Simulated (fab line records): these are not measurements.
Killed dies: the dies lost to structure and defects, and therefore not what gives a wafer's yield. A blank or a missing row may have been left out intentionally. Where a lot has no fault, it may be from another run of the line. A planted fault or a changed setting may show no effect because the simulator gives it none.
Which tool is to blame? ; flow n5_finfet ; Sampling: 21 lots, 63 wafers, 6 of 1938 route steps

== WHAT THE GAUGES READ, wafer by wafer ==
The record lacks any reading of a measuring or inspecting step that a usual standard deviation could be used to judge.

== TOOL THAT RAN EACH LOT (tool first, then ch and the chambers of the sampled wafers, then the start) ==
lot;N5_FIN_SAQP_ETCH_69;N5_FIN_SAQP_RECESS_71;N5_FIN_SAQP_SPACER2_ETCHBACK_29;N5_FIN_SAQP_STRIP_77;N5_FIN_CUT_STRIP_24;N5_DUMMY_GATE_ALD_02
L074;rie_diel-02 ch 0,3, day 2 00:46;vapor_etch-02 ch 0, day 2 01:03;rie_diel-02 ch 2,3, day 2 01:32;rie_diel-03 ch 0,1,2, day 2 01:59;rie_diel-01 ch 1,2, day 2 03:16;ald_sin-04 ch 2,3, day 2 14:10
L075;rie_diel-03 ch 0,1, day 2 07:33;vapor_etch-02 ch 0, day 2 07:43;rie_diel-03 ch 1,2, day 2 08:11;rie_diel-03 ch 2,3, day 2 08:31;rie_diel-01 ch 1,2, day 2 10:13;ald_sin-03 ch 0,3, day 2 20:23
L077;rie_diel-02 ch 2,3, day 2 21:28;vapor_etch-01 ch 0,1, day 2 21:38;rie_diel-02 ch 0,2, day 2 22:08;rie_diel-03 ch 0,1, day 2 22:29;rie_diel-04 ch 1,3, day 2 23:55;ald_sin-03 ch 0,1, day 3 10:58
L078;rie_diel-03 ch 0,2,3, day 3 03:23;vapor_etch-02 ch 0,1, day 3 03:33;rie_diel-02 ch 0,2, day 3 04:28;rie_diel-03 ch 0,2,3, day 3 05:07;rie_diel-04 ch 2,3, day 3 06:31;ald_sin-03 ch 1,2,3, day 3 18:11
L079;rie_diel-06 ch 0,2, day 3 13:21;vapor_etch-01 ch 1, day 3 13:35;rie_diel-02 ch 2,3, day 3 14:08;rie_diel-03 ch 0,2, day 3 14:29;rie_diel-04 ch 0,2,3, day 3 15:54;ald_sin-01 ch 2,3, day 4 01:55
L080;rie_diel-03 ch 0,3, day 3 17:55;vapor_etch-02 ch 0,1, day 3 18:04;rie_diel-03 ch 0,2,3, day 3 18:44;rie_diel-03 ch 0,3, day 3 19:05;rie_diel-05 ch 2,3, day 3 20:22;ald_sin-01 ch 1,3, day 4 06:14
L081;rie_diel-02 ch 0,2, day 4 00:19;vapor_etch-02 ch 0,1, day 4 00:37;rie_diel-06 ch 2,3, day 4 01:13;rie_diel-02 ch 0,2,3, day 4 01:33;rie_diel-04 ch 1,2,3, day 4 02:53;ald_sin-01 ch 2,3, day 4 12:35
L082;rie_diel-02 ch 0,1, day 4 02:56;vapor_etch-01 ch 0,1, day 4 03:05;rie_diel-02 ch 0,1, day 4 03:34;rie_diel-02 ch 0,1,3, day 4 03:54;rie_diel-01 ch 0,1,2, day 4 05:19;ald_sin-01 ch 1,2,3, day 4 15:02
L084;rie_diel-03 ch 0,1,3, day 4 12:35;vapor_etch-02 ch 0,1, day 4 12:44;rie_diel-03 ch 0,1,3, day 4 13:26;rie_diel-06 ch 1,2, day 4 13:46;rie_diel-04 ch 0,1,3, day 4 15:03;ald_sin-03 ch 0,1,3, day 5 00:35
L085;rie_diel-06 ch 0,1,2, day 4 18:29;vapor_etch-01 ch 0,1, day 4 18:39;rie_diel-06 ch 0,1, day 4 19:30;rie_diel-06 ch 0,2,3, day 4 19:50;rie_diel-04 ch 0,2,3, day 4 21:15;ald_sin-03 ch 0,1,2, day 5 06:52
L086;rie_diel-02 ch 0,1,3, day 5 00:14;vapor_etch-02 ch 0,1, day 5 00:26;rie_diel-03 ch 0,1, day 5 00:52;rie_diel-06 ch 0,2, day 5 01:12;rie_diel-01 ch 1,2,3, day 5 02:37;ald_sin-01 ch 0,2, day 5 12:19
L087;rie_diel-02 ch 0,1, day 5 07:02;vapor_etch-01 ch 0,1, day 5 07:14;rie_diel-02 ch 0,1,2, day 5 08:24;rie_diel-03 ch 0,1,3, day 5 09:13;rie_diel-05 ch 1,2, day 5 10:38;ald_sin-01 ch 0,1, day 5 20:12
L088;rie_diel-03 ch 0,1,3, day 5 14:38;vapor_etch-01 ch 0,1, day 5 14:47;rie_diel-03 ch 0,1,3, day 5 15:39;rie_diel-02 ch 0,1,2, day 5 16:02;rie_diel-05 ch 0,2, day 5 17:19;ald_sin-03 ch 0,3, day 6 04:11
L089;rie_diel-02 ch 0,2,3, day 5 22:22;vapor_etch-01 ch 0,1, day 5 22:31;rie_diel-03 ch 0,2,3, day 5 23:19;rie_diel-06 ch 2,3, day 5 23:46;rie_diel-01 ch 0,1, day 6 01:08;ald_sin-01 ch 0,2,3, day 6 10:49
L090;rie_diel-03 ch 0,1,3, day 6 02:33;vapor_etch-02 ch 0,1, day 6 02:45;rie_diel-02 ch 0,1,3, day 6 03:19;rie_diel-06 ch 0,2,3, day 6 03:40;rie_diel-05 ch 0,2, day 6 05:04;ald_sin-04 ch 1,2,3, day 6 14:55
L091;rie_diel-02 ch 0,1,2, day 6 06:52;vapor_etch-02 ch 0,1, day 6 07:01;rie_diel-02 ch 0,2,3, day 6 07:31;rie_diel-06 ch 0,2,3, day 6 08:02;rie_diel-04 ch 0,2,3, day 6 09:19;ald_sin-04 ch 0,2,3, day 6 18:37
L092;rie_diel-06 ch 1,2,3, day 6 13:17;vapor_etch-02 ch 0,1, day 6 13:26;rie_diel-03 ch 1,2,3, day 6 13:55;rie_diel-03 ch 1,2,3, day 6 14:15;rie_diel-04 ch 0,2,3, day 6 15:54;ald_sin-03 ch 0,1,3, day 7 01:56
L093;rie_diel-03 ch 0,1,2, day 6 20:49;vapor_etch-02 ch 0,1, day 6 20:59;rie_diel-03 ch 0,1,2, day 6 22:44;rie_diel-02 ch 0,1,3, day 6 23:04;rie_diel-05 ch 0,2,3, day 7 00:29;ald_sin-04 ch 0,1,3, day 7 09:53
L094;rie_diel-06 ch 0,1,2, day 7 03:01;vapor_etch-02 ch 0,1, day 7 03:11;rie_diel-02 ch 0,1, day 7 03:39;rie_diel-06 ch 0,3, day 7 04:01;rie_diel-01 ch 0,1, day 7 05:26;ald_sin-04 ch 1,3, day 7 14:53
L096;rie_diel-06 ch 0,1,3, day 7 14:19;vapor_etch-02 ch 0,1, day 7 14:28;rie_diel-02 ch 1,2,3, day 7 15:31;rie_diel-06 ch 0,1,3, day 7 15:51;rie_diel-01 ch 0,2,3, day 8 05:56;ald_sin-01 ch 0,1,3, day 8 16:37
L097;rie_diel-06 ch 1,2, day 7 19:30;vapor_etch-02 ch 0,1, day 7 19:40;rie_diel-06 ch 1,2, day 7 20:08;rie_diel-02 ch 0,2,3, day 7 20:34;rie_diel-05 ch 0,3, day 8 05:58;ald_sin-01 ch 1,3, day 8 16:14
- N5_FIN_SAQP_ETCH_69: etches SOC in N2/H2, stops on SiNx, target depth 150 nm.
- N5_FIN_SAQP_RECESS_71: chemistry HF/NH3, target SiO2, target depth 3 nm, afs cycles 1, sublimation time 60 s.
- N5_FIN_SAQP_SPACER2_ETCHBACK_29: etches SiO2 in CHF3/O2, target depth 12.2 nm, time 6.1 s.
- N5_FIN_SAQP_STRIP_77: strips in N2/H2, time 90 s.
- N5_FIN_CUT_STRIP_24: strips in CF4.
- N5_DUMMY_GATE_ALD_02: deposits SiO2, target thk 2 nm, pulse time 1 s.

== WHAT THE TOOLS THEMSELVES READ (means of the sampled wafers that have a number; where no wafer has one, the mark that the record gives instead) ==
N5_FIN_SAQP_ETCH_69. Usual: drypump_motor_current_A 5.6 A, standard deviation 0.5; oes_product_au 0.81 a.u., standard deviation 0.076; rf_vpp_V 240.9 V, standard deviation 1.3; showerhead_plenum_p_Torr 2.56 Torr, standard deviation 0.081; throttle_valve_pct 17.75 %, standard deviation 0.29.
lot;tool;drypump_motor_current_A (A);oes_product_au (a.u.);rf_vpp_V (V);showerhead_plenum_p_Torr (Torr);throttle_valve_pct (%);flag
L074;rie_diel-02;5.4;0.80;241.0;2.64;17.76;
L075;rie_diel-03;5.7;0.84;242.2;2.68;17.39;
L077;rie_diel-02;5.2;0.73;241.0;2.56;18.22;
L078;rie_diel-03;5.7;0.79;241.9;2.62;17.46;
L079;rie_diel-06;5.7;0.88;239.7;2.48;17.61;
L080;rie_diel-03;5.7;0.86;241.6;2.65;17.32;
L081;rie_diel-02;5.2;0.71;240.2;2.53;18.31;
L082;rie_diel-02;5.2;0.88;240.1;2.52;17.83;
L084;rie_diel-03;5.9;0.86;242.2;2.62;17.43;
L085;rie_diel-06;5.5;0.83;239.6;2.46;17.71;
L086;rie_diel-02;5.3;0.80;240.8;2.57;17.83;
L087;rie_diel-02;5.2;0.83;240.6;2.52;17.84;
L088;rie_diel-03;5.9;0.84;241.6;2.61;17.45;
L089;rie_diel-02;5.3;0.81;241.3;2.57;17.93;
L090;rie_diel-03;5.9;0.84;241.8;2.61;17.46;
L091;rie_diel-02;5.2;0.84;239.6;2.51;17.96;
L092;rie_diel-06;5.6;0.79;240.0;2.49;17.83;
L093;rie_diel-03;5.8;0.86;242.5;2.63;17.33;
L094;rie_diel-06;5.5;0.81;240.3;2.45;17.73;
L096;rie_diel-06;5.9;0.80;240.6;2.49;17.87;
L097;rie_diel-06;5.2;0.79;239.6;2.45;17.69;

N5_FIN_SAQP_RECESS_71. Usual: drypump_motor_current_A 5.58 A, standard deviation 0.21; foreline_p_Torr 0.1279 Torr, standard deviation 0.00043.
lot;tool;drypump_motor_current_A (A);foreline_p_Torr (Torr);flag
L074;vapor_etch-02;5.68;0.1281;
L075;vapor_etch-02;5.68;0.1280;
L077;vapor_etch-01;5.53;0.1278;
L078;vapor_etch-02;5.60;0.1277;
L079;vapor_etch-01;5.33;0.1283;
L080;vapor_etch-02;5.52;0.1276;
L081;vapor_etch-02;5.60;0.1276;
L082;vapor_etch-01;5.75;0.1276;
L084;vapor_etch-02;5.52;0.1279;
L085;vapor_etch-01;5.74;0.1282;
L086;vapor_etch-02;5.52;0.1287;
L087;vapor_etch-01;5.71;0.1280;
L088;vapor_etch-01;5.53;0.1281;
L089;vapor_etch-01;5.54;0.1279;
L090;vapor_etch-02;5.59;0.1278;
L091;vapor_etch-02;5.61;0.1279;
L092;vapor_etch-02;5.60;0.1281;
L093;vapor_etch-02;5.61;0.1282;
L094;vapor_etch-02;5.52;0.1279;
L096;vapor_etch-02;5.52;0.1274;
L097;vapor_etch-02;5.51;0.1276;

N5_FIN_SAQP_SPACER2_ETCHBACK_29. Usual: drypump_motor_current_A is 5.5 A with standard deviation 0.43, oes_f_703_au is 0.81 a.u. with standard deviation 0.077, oes_o_777_au is 0.81 a.u. with standard deviation 0.077, oes_product_au is 0.81 a.u. with standard deviation 0.08, rf_vpp_V is 522 V with standard deviation 11, showerhead_plenum_p_Torr is 2.44 Torr with standard deviation 0.062, and throttle_valve_pct is 18.88 % with standard deviation 0.29.
lot;tool;drypump_motor_current_A (A);oes_f_703_au (a.u.);oes_o_777_au (a.u.);oes_product_au (a.u.);rf_vpp_V (V);showerhead_plenum_p_Torr (Torr);throttle_valve_pct (%);flag
L074;rie_diel-02;5.3;0.79;0.79;0.79;515;2.48;19.03;
L075;rie_diel-03;6.0;0.67;0.69;0.69;535;2.48;18.96;
L077;rie_diel-02;5.3;0.74;0.74;0.74;516;2.41;19.17;
L078;rie_diel-02;5.2;0.72;0.72;0.71;510;2.40;19.30;
L079;rie_diel-02;5.2;0.74;0.74;0.73;509;2.43;19.25;
L080;rie_diel-03;5.7;0.79;0.78;0.78;525;2.48;18.58;
L081;rie_diel-06;5.8;0.84;0.85;0.84;525;2.39;18.90;
L082;rie_diel-02;5.1;0.86;0.87;0.89;523;2.41;18.99;
L084;rie_diel-03;5.9;0.87;0.87;0.88;533;2.48;18.50;
L085;rie_diel-06;5.8;0.86;0.86;0.87;524;2.36;18.99;
L086;rie_diel-03;5.6;0.89;0.89;0.90;537;2.52;18.40;
L087;rie_diel-02;5.2;0.88;0.87;0.87;516;2.39;19.04;
L088;rie_diel-03;5.9;0.85;0.85;0.87;532;2.47;18.52;
L089;rie_diel-03;5.7;0.84;0.83;0.85;524;2.47;18.48;
L090;rie_diel-02;5.3;0.78;0.79;0.80;521;2.44;19.01;
L091;rie_diel-02;5.3;0.82;0.82;0.82;514;2.43;19.00;
L092;rie_diel-03;5.9;0.85;0.84;0.86;527;2.45;18.59;
L093;rie_diel-03;5.7;0.87;0.87;0.88;532;2.49;18.49;
L094;rie_diel-02;5.2;0.80;0.80;0.82;523;2.40;19.04;
L096;rie_diel-02;5.2;0.84;0.84;0.84;516;2.42;19.01;
L097;rie_diel-06;5.2;0.78;0.80;0.80;529;2.34;18.92;

N5_FIN_SAQP_STRIP_77. Usual: drypump_motor_current_A 5.7 A, standard deviation 0.51; oes_product_au 0.82 a.u., standard deviation 0.081; rf_vpp_V 45.3 V, standard deviation 0.82; showerhead_plenum_p_Torr 3.40 Torr, standard deviation 0.1; throttle_valve_pct 12.07 %, standard deviation 0.27.
lot;tool;drypump_motor_current_A (A);oes_product_au (a.u.);rf_vpp_V (V);showerhead_plenum_p_Torr (Torr);throttle_valve_pct (%);flag
L074;rie_diel-03;5.8;0.78;45.6;3.51;12.01;
L075;rie_diel-03;5.9;0.78;44.7;3.43;12.04;
L077;rie_diel-03;5.7;0.84;44.4;3.54;11.83;
L078;rie_diel-03;5.7;0.80;45.5;3.48;11.91;
L079;rie_diel-03;5.5;0.82;45.5;3.53;11.78;
L080;rie_diel-03;5.8;0.83;45.3;3.46;11.86;
L081;rie_diel-02;5.3;0.75;45.0;3.42;12.44;
L082;rie_diel-02;5.3;0.85;44.0;3.41;12.17;
L084;rie_diel-06;5.0;0.79;46.1;3.25;12.13;
L085;rie_diel-06;6.1;0.86;44.1;3.34;12.07;
L086;rie_diel-06;5.8;0.87;45.1;3.29;11.96;
L087;rie_diel-03;5.9;0.87;45.6;3.47;11.82;
L088;rie_diel-02;5.2;0.86;46.1;3.34;12.23;
L089;rie_diel-06;6.2;0.83;45.3;3.38;12.18;
L090;rie_diel-06;6.1;0.85;44.9;3.34;12.09;
L091;rie_diel-06;6.1;0.85;44.8;3.34;12.09;
L092;rie_diel-03;5.9;0.87;44.9;3.42;11.85;
L093;rie_diel-02;5.3;0.80;45.2;3.40;12.25;
L094;rie_diel-06;6.4;0.85;45.0;3.34;12.12;
L096;rie_diel-06;5.9;0.81;45.3;3.31;12.22;
L097;rie_diel-02;5.3;0.80;45.8;3.40;12.30;

N5_FIN_CUT_STRIP_24. Usual: drypump_motor_current_A 5.7 A, standard deviation 0.33; oes_product_au 0.75 a.u., standard deviation 0.071; power_w 300.0 W, standard deviation 0.81; rf_vpp_V 271.5 V, standard deviation 1.3; showerhead_plenum_p_Torr 1.81 Torr, standard deviation 0.048; throttle_valve_pct 13.61 %, standard deviation 0.25.
lot;tool;drypump_motor_current_A (A);oes_product_au (a.u.);power_w (W);rf_vpp_V (V);showerhead_plenum_p_Torr (Torr);throttle_valve_pct (%);flag
L074;rie_diel-01;5.4;0.73;299.9;271.6;1.78;13.81;
L075;rie_diel-01;5.4;0.73;300.5;270.6;1.78;13.80;
L077;rie_diel-04;6.0;0.71;300.0;272.4;1.86;13.82;
L078;rie_diel-04;6.0;0.70;300.0;271.5;1.83;13.72;
L079;rie_diel-04;5.9;0.70;299.4;272.5;1.82;13.70;
L080;rie_diel-05;5.7;0.73;300.0;271.0;1.78;13.59;
L081;rie_diel-04;6.1;0.70;300.1;272.2;1.83;13.73;
L082;rie_diel-01;5.4;0.77;300.0;271.8;1.80;13.65;
L084;rie_diel-04;5.9;0.71;300.4;272.3;1.86;13.80;
L085;rie_diel-04;5.9;0.80;300.2;270.2;1.82;13.51;
L086;rie_diel-01;5.5;0.73;300.3;270.0;1.76;13.66;
L087;rie_diel-05;5.4;0.75;300.0;271.3;1.79;13.42;
L088;rie_diel-05;5.6;0.88;299.8;271.9;1.87;13.45;
L089;rie_diel-01;5.4;0.81;300.4;271.8;1.81;13.49;
L090;rie_diel-05;5.6;0.87;299.0;272.7;1.87;13.45;
L091;rie_diel-04;5.9;0.77;300.4;272.3;1.81;13.53;
L092;rie_diel-04;5.9;0.77;299.9;271.6;1.81;13.54;
L093;rie_diel-05;5.6;0.78;300.4;271.9;1.82;13.58;
L094;rie_diel-01;5.4;0.77;299.8;270.8;1.81;13.56;
L096;rie_diel-01;5.4;0.75;299.7;271.3;1.77;13.65;
L097;rie_diel-05;5.5;0.83;299.3;272.8;1.86;13.49;

N5_DUMMY_GATE_ALD_02. Usual: heater_power_w 472 W, standard deviation 59; precursor_pulse_height_rel 1.001, standard deviation 0.021.
lot;tool;heater_power_w (W);precursor_pulse_height_rel;flag
L074;ald_sin-04;505;1.001;
L075;ald_sin-03;514;0.999;
L077;ald_sin-03;514;1.004;
L078;ald_sin-03;438;1.002;
L079;ald_sin-01;397;0.996;
L080;ald_sin-01;400;1.011;
L081;ald_sin-01;400;1.006;
L082;ald_sin-01;428;0.983;
L084;ald_sin-03;476;1.001;
L085;ald_sin-03;481;0.995;
L086;ald_sin-01;494;1.005;
L087;ald_sin-01;490;0.995;
L088;ald_sin-03;518;1.015;
L089;ald_sin-01;458;1.010;
L090;ald_sin-04;481;1.011;
L091;ald_sin-04;469;1.005;
L092;ald_sin-03;479;1.003;
L093;ald_sin-04;515;0.993;
L094;ald_sin-04;538;0.994;
L096;ald_sin-01;454;0.985;
L097;ald_sin-01;436;1.013;

== THE ANSWER, worked out from the rows above alone ==
Rule: a lot is off if the mean of its wafers that have a number lies more than 3 standard deviations from the usual mean. Also off: a lot with no number at a reading for which 4 or more lots have one. Any other lot the step has rows for is counted as sound. The gauges are gone through in route order, then the tools' own readings, and for those a lot's mean is taken as printed above. The first step at which some lot is off is used, and at that step the reading that is off furthest; a lot without a number counts as furthest.
Nothing can be told from this: no lot is off at any reading shown.

== WHAT WAS PUT IN BY THE SIMULATOR ==
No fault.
